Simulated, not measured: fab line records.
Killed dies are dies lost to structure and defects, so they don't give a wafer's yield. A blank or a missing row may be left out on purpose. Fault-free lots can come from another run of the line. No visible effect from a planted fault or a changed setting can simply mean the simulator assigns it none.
Chamber matching    flow n5-finfet    rie-diel-05 running N5_BEOL_M8_STRIP_67: 4 sister chambers
The step strips in CF4. 16 wafers are shown with their chamber, then 8 later ones without.

== WAFERS PAIRED WITH THEIR CHAMBERS ==
wafer   chamber  oes-product-au (a.u.)  throttle-valve-pct (%)  rf-vpp-V (V)
L075.2  3        0.70                   13.67                   269.3
L075.3  1        0.71                   13.37                   268.7
L075.5  3        0.70                   13.67                   268.8
L081.2  1        0.69                   13.43                   268.3
L081.5  1        0.70                   13.40                   270.0
L081.6  0        0.96                   13.45                   272.7
L082.1  0        0.95                   13.47                   271.9
L082.5  1        0.69                   13.44                   271.6
L082.6  3        0.96                   13.15                   273.4
L083.1  1        0.69                   13.43                   270.5
L083.3  3        0.95                   13.16                   274.6
L083.4  0        0.93                   13.46                   273.9
L088.1  0        0.91                   13.50                   271.3
L088.3  2        0.69                   13.87                   273.7
L088.6  0        0.91                   13.50                   273.6
L091.1  0        0.90                   13.52                   272.4

SIGNATURES, as means of the wafers listed above
reading             chamber 0  chamber 1  chamber 2  chamber 3  scatter within a chamber
oes-product-au      0.9267     0.6960     0.6900     0.8275     0.0755
throttle-valve-pct  13.4833    13.4140    13.8700    13.4125    0.151
rf-vpp-V            272.633    269.820    273.700    271.525    1.77
Rule: a wafer's distance from a chamber is the root of the sum, over the readings, of the square of ((its reading less the chamber's mean) divided by the reading's scatter). If the next closest chamber is less than 2 further off than the closest, the wafer can't be placed; otherwise it belongs to the closest. The scatter: take each reading less its chamber's mean, square it, sum over the shown wafers, divide by the number of wafers less the number of chambers, and take the root.

== WAFERS WITH NO CHAMBER GIVEN ==
wafer   oes-product-au (a.u.)  throttle-valve-pct (%)  rf-vpp-V (V)
L091.5  0.90                   13.50                   273.4
L091.6  0.69                   13.87                   271.4
L093.2  0.97                   12.86                   270.4
L093.4  0.89                   13.22                   273.6
L093.5  0.96                   12.86                   270.3
L095.1  0.88                   13.24                   272.4
L095.4  0.88                   13.53                   271.9
L095.5  0.89                   13.54                   272.9

== WHICH CHAMBER EACH ONE RAN IN ==
wafer   from the rows above           in truth
L091.5  can't be placed: 0 or 3       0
L091.6  can't be placed: 2 or 1       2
L093.2  can't be placed: 3 or 0 or 1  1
L093.4  can't be placed: 0 or 3 or 1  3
L093.5  can't be placed: 3 or 0 or 1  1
L095.1  can't be placed: 3 or 0 or 1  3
L095.4  can't be placed: 0 or 3       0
L095.5  can't be placed: 0 or 3       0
Placed correctly: 0 of 8. These rows do not allow placing 8 (true chamber among the candidates in 8). Number placed wrongly: 0.
